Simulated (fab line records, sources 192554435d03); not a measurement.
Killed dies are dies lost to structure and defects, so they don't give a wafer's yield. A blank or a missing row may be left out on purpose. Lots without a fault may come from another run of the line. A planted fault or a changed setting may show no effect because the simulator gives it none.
fab line records | flow n5_finfet
record lots=24 wafers=72 last_day=18
route steps=1938 shown MOL_CONTACT_COAG@560 BEOL_M0_SAQP@638
lots that met no fault: from a run of the same line without faults
start_h: hours from the record's first day to the start of the lot's first wafer shown | wait_h: hours since the lot's step before | " the same as in the row above | L1.1+2: a row that stands for several wafers | - no value, or no start given | * or withheld: withheld | < > ~ a bound
route shown NAME@n: a module of which the file shows steps, and the number in the route of the first | usual: mean/standard deviation of fault-free wafers | same: alike in all rows | chamber/n: place in a boat | sites: the reading at each site | _std_site: their standard deviation | _edge_site: outer sites' mean less inner sites' | radius_mm: how far each site lies from the wafer's centre | mask NAME#n: copy n | behind: the tool/chamber that last shaped the wafer | hold: why the lot was held/for how many hours/how that ended | device: the transistor (n, p or np) that didn't switch | end of line: the same wafers' tests at the end of the route | a step without rows: its recipe alone | killed: dies lost to structure and defects at the first sort, not the wafer's yield | map: a wafer's dies, x killed, . not, _ none there
set.NAME: the setting as run; set.NAME@STEP: as run at that earlier step | model.NAME: the simulator's own value behind a step, which no gauge read
steps of the route over a sample of lots; a table a step, a row a wafer
services: from which hour (start_h, from the record's first day; less than 0 if before it) a tool's chamber was out of use, for how many hours, and why
## steps
# step N5_MOL_CONTACT_COAG_CMP_28
# recipe stop_on=SiNx t_overpolish_s=0.85 post_cmp_clean=alkaline_brush down_force_psi=4.15 platen_rpm=51.8 pad_velocity_m_s=1.0307 target_thk_nm=14.522
# usual motor_current_A=11.8/1.7 platen_rpm=51.80/0.031 time_to_endpoint_s=6.0/2.1
# columns lot.wafer tool chamber start_h wait_h motor_current_A platen_rpm time_to_endpoint_s
L074.4 cmp-03 0 101.37 0.8 10.3 51.79 6.2
L074.1 " 1 " " 10.1 51.80 9.7
L074.6 " 0 " " 9.9 51.83 6.0
L075.3 cmp-02 1 107.03 0.8 11.9 51.81 8.1
L075.4 " 2 " " 9.1 51.83 6.8
L075.5 " 1 " " 11.6 51.81 8.3
L076.3 cmp-02 3 108.12 0.8 9.9 51.80 7.4
L076.4 " 1 " " 11.7 51.80 6.3
L076.6 " 0 " " 12.8 51.79 7.6
L077.3 cmp-02 0 116.25 0.8 12.3 51.87 7.7
L077.4 " 2 " " 9.7 51.83 8.5
L077.6 " 0 " " 13.0 51.84 8.5
L078.4 cmp-01 3 123.64 0.8 12.3 51.81 2.4
L078.2 " 0 " " 14.5 51.80 1.9
L078.6 " 2 " " 12.8 51.83 8.2
L079.4 cmp-03 1 125.14 0.8 10.1 51.79 8.8
L079.1 " 2 " " 11.1 51.77 7.1
L079.2 " 0 " " 10.5 51.79 8.5
L080.1 cmp-02 0 130.84 0.8 12.4 51.75 7.1
L080.3 " 3 " " 10.6 51.82 8.0
L080.6 " 0 " " 13.2 51.78 5.1
L081.2 cmp-02 2 137.79 0.8 9.4 51.83 7.2
L081.4 " 0 " " 13.2 51.78 7.0
L081.6 " 3 " " 10.3 51.82 7.4
L083.4 cmp-02 1 148.67 0.2 11.3 51.82 7.5
L083.1 " 3 " " 10.7 51.85 6.8
L083.5 " 2 " " 8.9 51.79 6.9
L082.2 cmp-01 1 150.68 0.9 11.8 51.80 8.3
L082.1 " 2 " " 12.8 51.77 7.9
L082.6 " 3 " " 11.7 51.80 6.4
L084.3 cmp-03 1 159.11 1.1 10.7 51.85 6.3
L084.6 " 2 " " 11.1 51.79 7.1
L084.5 " 3 " " 13.1 51.85 3.3
L085.2 cmp-03 2 161.69 0.8 10.9 51.77 7.2
L085.4 " 0 " " 10.2 51.81 4.4
L085.5 " 2 " " 11.0 51.85 5.7
L086.1 cmp-01 3 171.19 0.8 12.3 51.81 4.8
L086.3 " 1 " " 12.3 51.81 4.3
L086.5 " 3 " " 11.6 51.82 3.2
L087.4 cmp-02 1 177.43 0.8 12.1 51.81 4.7
L087.3 " 0 " " 13.1 51.83 4.2
L087.6 " 2 " " 9.2 51.79 5.9
L089.4 cmp-01 1 189.28 0.8 12.4 51.74 7.7
L089.5 " 1 " " 12.7 51.79 6.0
L089.6 " 2 " " 13.8 51.82 7.6
L088.2 cmp-01 0 190.75 0.8 15.4 51.85 4.3
L088.5 " 3 " " 12.4 51.84 8.0
L088.6 " 0 " " 14.8 51.84 3.3
L090.3 cmp-02 3 194.14 0.9 9.8 51.81 7.5
L090.1 " 0 " " 13.1 51.83 7.1
L090.5 " 1 " " 11.7 51.84 2.8
L091.1 cmp-01 1 204.02 0.8 12.6 51.78 4.3
L091.3 " 2 " " 12.8 51.83 7.1
L091.2 " 3 " " 11.9 51.81 4.1
L092.3 cmp-03 2 210.76 0.9 10.6 51.77 2.2
L092.6 " 0 " " 10.1 51.79 3.9
L092.5 " 1 " " 10.6 51.83 5.3
L093.2 cmp-01 2 211.67 0.9 12.4 51.78 6.8
L093.5 " 3 " " 11.5 51.82 4.9
L093.6 " 0 " " 15.0 51.76 4.9
L094.4 cmp-02 2 218.36 0.8 9.5 51.81 6.2
L094.1 " 1 " " 12.2 51.78 5.5
L094.6 " 2 " " 9.7 51.83 6.0
L095.4 cmp-03 3 227.64 0.8 13.7 51.85 0.0
L095.3 " 0 " " 10.4 51.80 2.1
L095.1 " 2 " " 10.7 51.81 4.4
L096.2 cmp-01 1 230.45 0.8 13.1 51.77 8.7
L096.4 " 2 " " 13.2 51.84 7.8
L096.6 " 1 " " 12.4 51.77 8.7
L097.1 cmp-01 1 235.77 0.8 12.1 51.84 6.1
L097.6 " 0 " " 15.7 51.79 3.5
L097.5 " 1 " " 12.4 51.85 7.7
# step N5_MOL_CONTACT_COAG_CD_MEAS_137
# recipe target_cd_nm=16
# usual cd_nm=16.0/0.35
# columns lot.wafer tool chamber start_h wait_h cd_nm
L074.1 cd_sem-02 - 104.62 0.0 16.0
L074.4 " - " " 15.7
L074.6 " - " " 15.9
L075.3 cd_sem-01 - 109.28 0.0 15.2
L075.4 " - " " 16.3
L075.5 " - " " 16.7
L076.3 cd_sem-02 - 110.22 0.0 16.4
L076.4 " - " " 15.4
L076.6 " - " " 15.7
L077.3 cd_sem-01 - 118.64 0.0 15.9
L077.4 " - " " 16.2
L077.6 " - " " 15.3
L078.2 cd_sem-03 - 126.50 0.0 15.7
L078.4 " - " " 15.6
L078.6 " - " " 15.7
L079.1 cd_sem-02 - 127.36 0.0 16.4
L079.2 " - " " 16.2
L079.4 " - " " 16.4
L080.1 cd_sem-01 - 133.49 0.0 15.9
L080.3 " - " " 16.2
L080.6 " - " " 16.6
L081.2 cd_sem-02 - 141.25 0.0 15.4
L081.4 " - " " 15.3
L081.6 " - " " 15.7
L083.1 cd_sem-02 - 151.98 0.0 16.0
L083.4 " - " " 15.8
L083.5 " - " " 15.9
L082.1 cd_sem-01 - 155.36 0.0 16.1
L082.2 " - " " 15.9
L082.6 " - " " 16.1
L084.3 cd_sem-03 - 161.69 0.0 16.3
L084.5 " - " " 16.0
L084.6 " - " " 16.4
L085.2 cd_sem-03 - 163.91 0.0 16.1
L085.4 " - " " 16.4
L085.5 " - " " 16.2
L086.1 cd_sem-03 - 173.32 0.0 15.9
L086.3 " - " " 16.0
L086.5 " - " " 15.5
L087.3 cd_sem-03 - 180.69 0.0 16.1
L087.4 " - " " 15.7
L087.6 " - " " 15.6
L089.4 cd_sem-01 - 191.83 0.0 15.4
L089.5 " - " " 15.5
L089.6 " - " " 15.8
L088.2 cd_sem-03 - 193.82 0.0 15.9
L088.5 " - " " 16.3
L088.6 " - " " 15.6
L090.1 cd_sem-01 - 196.17 0.0 16.5
L090.3 " - " " 16.8
L090.5 " - " " 16.4
L091.1 cd_sem-03 - 206.25 0.0 15.9
L091.2 " - " " 16.8
L091.3 " - " " 16.1
L092.3 cd_sem-01 - 213.55 0.0 16.4
L092.5 " - " " 15.6
L092.6 " - " " 16.1
L093.2 cd_sem-02 - 214.16 0.0 15.9
L093.5 " - " " 15.9
L093.6 " - " " 15.8
L094.1 cd_sem-01 - 220.64 0.0 15.8
L094.4 " - " " 16.0
L094.6 " - " " 15.9
L095.1 cd_sem-02 - 230.33 0.0 16.0
L095.3 " - " " 16.0
L095.4 " - " " 16.1
L096.2 cd_sem-03 - 232.68 0.0 15.5
L096.4 " - " " 15.8
L096.6 " - " " 16.3
L097.1 cd_sem-01 - 237.96 0.0 15.5
L097.5 " - " " 16.6
L097.6 " - " " 15.4
# step N5_MOL_CONTACT_COAG_OVL_MEAS_41
# recipe points_per_wafer=522
# usual VD_OVL=-0.1/0.66
# columns lot.wafer tool chamber start_h wait_h VD_OVL[nm]
L074.1 overlay-01 0 105.10 0.0 -0.1
L074.4 " 0 " " -0.4
L074.6 " 0 " " 0.1
L075.3 overlay-02 0 109.63 0.0 -0.8
L075.4 " 0 " " 0.6
L075.5 " 0 " " 0.8
L076.3 overlay-01 0 110.58 0.0 -0.8
L076.4 " 0 " " 0.1
L076.6 " 0 " " -0.1
L077.3 overlay-01 0 118.99 0.0 0.6
L077.4 " 0 " " 1.2
L077.6 " 0 " " 0.7
L078.2 overlay-01 0 126.99 0.0 -0.7
L078.4 " 0 " " -0.6
L078.6 " 0 " " -0.9
L079.1 overlay-01 0 127.71 0.0 -0.5
L079.2 " 0 " " -0.6
L079.4 " 0 " " -1.1
L080.1 overlay-01 0 133.84 0.0 -0.1
L080.3 " 0 " " -0.1
L080.6 " 0 " " -0.4
L081.2 overlay-02 0 141.60 0.0 0.3
L081.4 " 0 " " 0.5
L081.6 " 0 " " 0.8
L083.1 overlay-01 0 152.45 0.0 0.0
L083.4 " 0 " " -0.1
L083.5 " 0 " " 0.4
L082.1 overlay-01 0 155.87 0.0 -0.3
L082.2 " 0 " " -0.1
L082.6 " 0 " " -1.1
L084.3 overlay-01 0 162.05 0.0 -1.1
L084.5 " 0 " " -0.5
L084.6 " 0 " " -1.5
L085.2 overlay-02 0 164.27 0.0 0.4
L085.4 " 0 " " 0.3
L085.5 " 0 " " 0.7
L086.1 overlay-01 0 173.67 0.0 -0.5
L086.3 " 0 " " -0.4
L086.5 " 0 " " -0.7
L087.3 overlay-02 0 181.17 0.0 -0.5
L087.4 " 0 " " -0.6
L087.6 " 0 " " 0.2
L089.4 overlay-01 0 192.36 0.0 0.3
L089.5 " 0 " " -0.5
L089.6 " 0 " " 0.4
L088.2 overlay-02 0 194.30 0.0 0.2
L088.5 " 0 " " -0.3
L088.6 " 0 " " -0.1
L090.1 overlay-01 0 196.52 0.0 1.3
L090.3 " 0 " " -0.4
L090.5 " 0 " " -0.2
L091.1 overlay-02 0 206.73 0.0 -0.6
L091.2 " 0 " " -0.9
L091.3 " 0 " " 0.2
L092.3 overlay-02 0 214.03 0.0 -0.4
L092.5 " 0 " " 0.4
L092.6 " 0 " " -0.6
L093.2 overlay-02 0 214.53 0.0 1.2
L093.5 " 0 " " 0.8
L093.6 " 0 " " 1.6
L094.1 overlay-02 0 221.15 0.0 -0.1
L094.4 " 0 " " 0.2
L094.6 " 0 " " 0.0
L095.1 overlay-01 0 230.68 0.0 0.4
L095.3 " 0 " " 0.1
L095.4 " 0 " " -0.4
L096.2 overlay-01 0 233.15 0.0 0.3
L096.4 " 0 " " -0.3
L096.6 " 0 " " -0.4
L097.1 overlay-01 0 238.43 0.0 -0.5
L097.5 " 0 " " -0.1
L097.6 " 0 " " -0.2
# step N5_MOL_CONTACT_COAG_ETCH_124
# recipe chemistry=CH3F/O2 target=SiNx target_depth_a=65 mask_material=SOC stop_on=SiOC over_etch_frac=0.3 ion_energy_ev=120 pressure_mtorr=30 source_w=395 bias_w=73 Ar_flow_sccm=150 CH3F_flow_sccm=30 O2_flow_sccm=20 ends=end_point
# usual drypump_motor_current_A=5.7/0.59 oes_product_au=0.64/0.04 rf_vpp_V=300/6 showerhead_plenum_p_Torr=1.98/0.073 throttle_valve_pct=16.43/0.3
# columns lot.wafer tool chamber start_h wait_h drypump_motor_current_A oes_product_au rf_hours_counter_h rf_vpp_V showerhead_plenum_p_Torr throttle_valve_pct
L074.1 rie_diel-06 0 106.00 0.0 5.8 0.62 198 289 1.89 16.54
L074.4 " 3 " " 5.0 0.64 156 298 1.92 15.96
L074.6 " 1 " " 5.5 0.63 - 307 1.91 16.67
L075.3 rie_diel-06 2 110.23 0.0 4.9 0.61 186 303 2.08 16.76
L075.4 " 1 " " 5.5 0.62 161 306 1.91 16.67
L075.5 " 3 " " 5.0 0.63 - 299 1.92 15.99
L076.3 rie_diel-06 3 111.59 0.0 5.0 0.63 158 299 1.92 15.97
L076.4 " 2 " " 4.9 0.61 186 303 2.08 16.77
L076.6 " 1 " " 5.4 0.63 - 305 1.91 16.69
L077.3 rie_diel-06 0 119.64 0.0 5.8 0.61 202 288 1.89 16.56
L077.4 " 3 " " 5.0 0.64 160 298 1.92 15.97
L077.6 " 3 " " 5.0 0.64 - 298 1.92 15.96
L078.2 rie_diel-05 2 127.57 0.0 6.3 0.63 183 296 2.00 16.67
L078.4 " 1 " " 6.7 0.68 97 303 2.04 16.03
L078.6 " 1 " " 6.7 0.68 - 303 2.04 16.03
L079.1 rie_diel-06 1 128.78 0.0 5.5 0.62 167 307 1.91 16.68
L079.2 " 3 " " 5.0 0.63 163 300 1.92 15.98
L079.4 " 0 " " 5.7 0.61 205 289 1.89 16.57
L080.1 rie_diel-02 1 134.43 0.0 6.7 0.71 60 292 2.13 16.05
L080.3 " 0 " " 5.7 0.68 130 309 2.01 16.37
L080.6 " 1 " " 6.7 0.73 - 293 2.13 16.03
L081.2 rie_diel-06 2 142.33 0.0 4.9 0.60 195 303 2.08 16.78
L081.4 " 2 " " 4.9 0.60 - 302 2.08 16.77
L081.6 " 1 " " 5.5 0.61 - 307 1.91 16.69
L083.1 rie_diel-06 1 155.33 0.0 5.4 0.61 181 306 1.91 16.72
L083.4 " 2 " " 4.9 0.60 - 302 2.07 16.79
L083.5 " 1 " " 5.5 0.61 - 306 1.91 16.70
L082.1 rie_diel-06 1 157.99 0.0 5.5 0.61 182 307 1.91 16.71
L082.2 " 0 " " 5.8 0.61 208 289 1.89 16.57
L082.6 " 2 " " 4.9 0.59 - 305 2.07 16.80
L084.3 rie_diel-05 2 162.92 0.0 6.2 0.62 191 295 2.00 16.69
L084.5 " 3 " " 5.4 0.75 - 302 1.96 16.18
L084.6 " 1 " " 6.7 0.67 - 304 2.03 16.04
L085.2 rie_diel-05 2 165.28 0.0 6.3 0.62 192 297 2.00 16.69
L085.4 " 2 " " 6.3 0.62 - 295 2.00 16.67
L085.5 " 3 " " 5.4 0.74 - 302 1.96 16.20
L086.1 rie_diel-02 0 175.11 0.0 5.7 0.66 146 309 2.00 16.40
L086.3 " 3 " " 5.7 0.61 202 295 2.00 16.57
L086.5 " 1 " " 6.7 0.70 - 293 2.12 16.07
L087.3 rie_diel-06 0 181.93 0.0 5.7 0.60 217 289 1.89 16.58
L087.4 " 1 " " 5.5 0.61 192 307 1.90 16.73
L087.6 " 1 " " 5.5 0.60 - 308 1.90 16.72
L089.4 rie_diel-06 1 193.32 0.0 5.5 0.61 195 307 1.90 16.73
L089.5 " 2 " " 4.9 0.58 - 302 2.07 16.79
L089.6 " 3 " " 5.0 0.62 - 298 1.91 16.01
L088.2 rie_diel-02 1 194.88 0.0 6.7 0.69 85 293 2.12 16.07
L088.5 " 1 " " 6.7 0.69 - 291 2.12 16.09
L088.6 " 2 " " 6.1 0.66 - 301 2.01 16.28
L090.1 rie_diel-06 1 197.35 0.0 5.5 0.60 196 306 1.90 16.74
L090.3 " 2 " " 4.9 0.59 218 302 2.07 16.82
L090.5 " 0 " " 5.8 0.60 - 290 1.88 16.60
L091.1 rie_diel-02 2 207.32 0.0 6.1 0.66 120 303 2.01 16.27
L091.2 " 3 " " 5.7 0.61 212 295 1.99 16.60
L091.3 " 1 " " 6.7 0.70 89 293 2.12 16.09
L092.3 rie_diel-02 0 214.80 0.0 5.7 0.66 159 308 2.00 16.42
L092.5 " 1 " " 6.8 0.70 - 292 2.12 16.10
L092.6 " 0 " " 5.7 0.66 - 310 2.00 16.43
L093.2 rie_diel-06 3 215.46 0.0 5.0 0.62 190 297 1.91 16.01
L093.5 " 1 " " 5.5 0.60 - 307 1.90 16.73
L093.6 " 0 " " 5.8 0.59 - 287 1.88 16.61
L094.1 rie_diel-05 1 221.74 0.0 6.6 0.66 127 302 2.02 16.08
L094.4 " 0 " " 6.4 0.68 110 303 2.03 16.39
L094.6 " 1 " " 6.7 0.65 - 303 2.03 16.07
L095.1 rie_diel-02 3 231.32 0.0 5.7 0.60 222 295 1.99 16.61
L095.3 " 0 " " 5.7 0.65 165 307 2.00 16.44
L095.4 " 1 " " 6.7 0.68 97 291 2.11 16.11
L096.2 rie_diel-05 1 233.74 0.0 6.7 0.64 131 304 2.02 16.09
L096.4 " 2 " " 6.2 0.60 - 296 1.99 16.72
L096.6 " 1 " " 6.7 0.66 - 302 2.02 16.09
L097.1 rie_diel-06 3 239.03 0.0 5.0 0.61 196 299 1.91 16.02
L097.5 " 1 " " 5.5 0.60 - 307 1.90 16.76
L097.6 " 2 " " 4.9 0.58 - 301 2.06 16.83
# step N5_MOL_CONTACT_COAG_CVD_140
# recipe material=W target_thk_a=665 mode=selective_fill temp_c=300 time_s=215
# usual heater_power_outer_w=245/10 heater_power_w=445/41
# columns lot.wafer tool chamber start_h wait_h heater_power_outer_w heater_power_w
L074.1 cvd_w-02 0 106.45 0.1 251 478
L074.4 " 1 " " 234 416
L074.6 " 0 " " 250 480
L075.3 cvd_w-01 0 110.85 0.1 257 499
L075.4 " 1 " " 234 393
L075.5 " 0 " " 266 497
L076.3 cvd_w-02 0 112.14 0.1 250 460
L076.4 " 1 " " 240 417
L076.6 " 1 " " 230 407
L077.3 cvd_w-02 0 120.17 0.1 249 468
L077.4 " 1 " " 230 401
L077.6 " 0 " " 250 475
L078.2 cvd_w-02 0 128.20 0.2 248 476
L078.4 " 0 " " 247 460
L078.6 " 0 " " 246 462
L079.1 cvd_w-01 0 129.23 0.1 262 480
L079.2 " 1 " " 239 396
L079.4 " 1 " " 237 390
L080.1 cvd_w-02 0 134.97 0.1 246 470
L080.3 " 0 " " 247 484
L080.6 " 0 " " 244 470
L081.2 cvd_w-02 1 142.78 0.1 236 405
L081.4 " 1 " " 229 409
L081.6 " 0 " " 244 478
L083.1 cvd_w-01 1 155.86 0.1 235 378
L083.4 " 1 " " 236 398
L083.5 " 0 " " 260 490
L082.1 cvd_w-02 1 158.45 0.1 230 406
L082.2 " 0 " " 244 474
L082.6 " 1 " " 234 419
L084.3 cvd_w-02 1 163.46 0.1 235 412
L084.5 " 1 " " 231 416
L084.6 " 0 " " 249 473
L085.2 cvd_w-01 1 165.73 0.1 238 388
L085.4 " 1 " " 245 397
L085.5 " 1 " " 238 381
L086.1 cvd_w-02 1 175.57 0.1 237 410
L086.3 " 1 " " 232 407
L086.5 " 1 " " 237 408
L087.3 cvd_w-02 0 182.46 0.1 245 477
L087.4 " 1 " " 236 411
L087.6 " 0 " " 242 488
L089.4 cvd_w-01 1 193.85 0.1 236 400
L089.5 " 0 " " 267 505
L089.6 " 1 " " 247 391
L088.2 cvd_w-01 1 195.34 0.1 245 387
L088.5 " 0 " " 260 489
L088.6 " 1 " " 242 390
L090.1 cvd_w-02 1 197.81 0.1 232 409
L090.3 " 0 " " 255 468
L090.5 " 0 " " 247 466
L091.1 cvd_w-02 1 207.78 0.1 232 412
L091.2 " 0 " " 248 474
L091.3 " 1 " " 234 403
L092.3 cvd_w-02 1 215.34 0.1 237 406
L092.5 " 0 " " 244 480
L092.6 " 1 " " 238 413
L093.2 cvd_w-02 0 215.91 0.1 251 473
L093.5 " 0 " " 247 481
L093.6 " 1 " " 237 405
L094.1 cvd_w-01 1 222.19 0.1 239 397
L094.4 " 1 " " 246 386
L094.6 " 0 " " 254 490
L095.1 cvd_w-01 1 231.78 0.1 236 381
L095.3 " 0 " " 264 498
L095.4 " 1 " " 239 377
L096.2 cvd_w-02 1 234.19 0.1 234 402
L096.4 " 1 " " 234 411
L096.6 " 1 " " 240 423
L097.1 cvd_w-02 1 239.48 0.1 231 414
L097.5 " 1 " " 242 418
L097.6 " 0 " " 254 484
# step N5_BEOL_M0_SAQP_PECVD_04
# recipe material=a-Si target_thk_a=600 temp_c=350 precursor=SiH4/He pressure_torr=3 rf_w=100 time_s=60.2
# usual heater_power_outer_w=374/47 heater_power_w=634/80 showerhead_plenum_p_Torr=5.68/0.062 throttle_valve_pct=17.9/0.72
# columns lot.wafer tool chamber start_h wait_h heater_power_outer_w heater_power_w showerhead_plenum_p_Torr throttle_valve_pct
L074.1 pecvd-03 0 111.09 0.0 376 636 5.74 17.5
L074.4 " 2 " " 413 683 5.57 17.4
L074.6 " 1 " " 354 623 5.71 19.4
L075.3 pecvd-04 1 116.95 0.0 272 506 5.69 16.9
L075.4 " 1 " " 272 506 5.70 17.1
L075.5 " 2 " " 348 553 5.66 17.5
L076.3 pecvd-03 0 116.98 0.0 443 732 5.74 17.7
L076.4 " 0 " " 448 754 5.75 17.7
L076.6 " 2 " " 392 645 5.57 17.3
L077.3 pecvd-02 1 124.97 0.1 458 823 5.70 18.3
L077.4 " 2 " " 334 608 5.60 17.9
L077.6 " 1 " " 470 812 5.72 18.2
L078.2 pecvd-04 1 132.67 0.0 301 538 5.69 17.1
L078.4 " 1 " " 307 547 5.70 17.0
L078.6 " 0 " " 307 512 5.75 18.4
L079.1 pecvd-02 0 136.53 0.0 344 551 5.66 17.0
L079.2 " 2 " " 385 679 5.61 17.8
L079.4 " 1 " " 390 721 5.71 18.5
L080.1 pecvd-04 2 140.65 0.0 413 638 5.65 17.2
L080.3 " 0 " " 300 518 5.76 18.9
L080.6 " 0 " " 301 511 5.76 18.3
L081.2 pecvd-04 1 148.25 0.0 310 535 5.67 17.1
L081.4 " 1 " " 306 575 5.69 16.9
L081.6 " 0 " " 305 501 5.76 18.3
L083.1 pecvd-03 2 160.75 0.0 380 646 5.57 17.5
L083.4 " 0 " " 427 720 5.74 17.8
L083.5 " 2 " " 395 681 5.58 17.5
L082.1 pecvd-02 0 164.80 0.0 351 552 5.63 17.1
L082.2 " 1 " " 391 702 5.71 18.4
L082.6 " 1 " " 374 701 5.69 18.4
L084.3 pecvd-03 2 168.21 0.0 357 590 5.58 17.2
L084.5 " 1 " " 422 701 5.71 19.3
L084.6 " 2 " " 343 575 5.58 17.6
L085.2 pecvd-03 1 171.35 0.0 409 701 5.70 19.3
L085.4 " 0 " " 369 652 5.76 17.9
L085.5 " 2 " " 384 623 5.58 17.6
L086.1 pecvd-02 1 180.63 0.0 429 768 5.70 18.4
L086.3 " 0 " " 298 506 5.64 17.2
L086.5 " 1 " " 427 764 5.71 18.4
L087.3 pecvd-02 2 188.57 0.0 393 691 5.61 18.2
L087.4 " 0 " " 345 552 5.64 16.8
L087.6 " 1 " " 391 710 5.70 18.5
L089.4 pecvd-03 2 200.20 0.0 401 670 5.58 17.4
L089.5 " 1 " " 357 604 5.71 19.0
L089.6 " 0 " " 391 689 5.76 18.3
L088.2 pecvd-03 0 204.41 0.0 449 719 5.75 18.0
L088.5 " 1 " " 354 613 5.70 19.3
L088.6 " 2 " " 354 596 5.56 17.6
L090.1 pecvd-04 1 205.07 0.0 328 582 5.69 17.1
L090.3 " 2 " " 399 634 5.66 17.4
L090.5 " 0 " " 295 500 5.75 18.5
L091.1 pecvd-02 2 214.12 0.0 390 672 5.62 17.7
L091.2 " 0 " " 317 517 5.64 17.2
L091.3 " 1 " " 394 734 5.70 18.2
L092.3 pecvd-03 1 220.07 0.0 438 699 5.70 18.9
L092.5 " 2 " " 370 641 5.56 17.3
L092.6 " 0 " " 411 684 5.77 17.9
L093.2 pecvd-03 1 223.00 0.0 413 697 5.71 19.3
L093.5 " 2 " " 390 636 5.57 17.5
L093.6 " 1 " " 424 690 5.69 19.4
L094.1 pecvd-04 2 228.12 0.0 411 663 5.68 17.1
L094.4 " 1 " " 343 598 5.69 17.0
L094.6 " 0 " " 309 529 5.76 18.8
L095.1 pecvd-02 2 237.77 0.0 398 677 5.60 18.2
L095.3 " 1 " " 450 812 5.73 18.4
L095.4 " 1 " " 438 798 5.71 18.4
L096.2 pecvd-03 2 239.22 0.0 405 677 5.58 17.4
L096.4 " 2 " " 395 658 5.57 17.5
L096.6 " 0 " " 434 703 5.76 17.8
L097.1 pecvd-04 0 244.15 0.0 297 499 5.75 18.5
L097.5 " 0 " " 298 495 5.77 18.6
L097.6 " 1 " " 318 554 5.69 17.1
## services
# columns tool chamber start_h hours kind
cmp-03 - 78.30 0.3 repair
cmp-03 - 91.87 5.3 pm
rie_diel-02 1 96.54 4.5 repair
pecvd-02 2 113.23 8.5 repair
pecvd-02 0 120.54 5.8 repair
rie_diel-06 2 122.85 3.9 repair
pecvd-03 1 125.33 9.7 repair
cvd_w-02 1 127.89 11.1 repair
rie_diel-06 0 138.95 18.3 repair
cmp-01 - 146.36 4.0 pm
cvd_w-02 1 151.13 1.6 repair
cmp-02 - 156.03 16.5 pm
pecvd-04 - 172.67 5.6 repair
cmp-01 - 173.90 7.2 repair
cmp-01 - 187.32 1.9 repair
cvd_w-01 - 192.54 0.2 repair
cmp-02 - 203.16 2.4 repair
cvd_w-01 - 206.26 14.6 pm
cmp-01 - 213.33 1.3 repair
pecvd-03 0 222.15 4.3 repair
cmp-02 - 226.00 6.5 pm
rie_diel-06 - 227.77 0.4 repair
cvd_w-01 - 232.75 6.9 pm
cmp-01 - 243.11 5.2 pm
## key
fault none
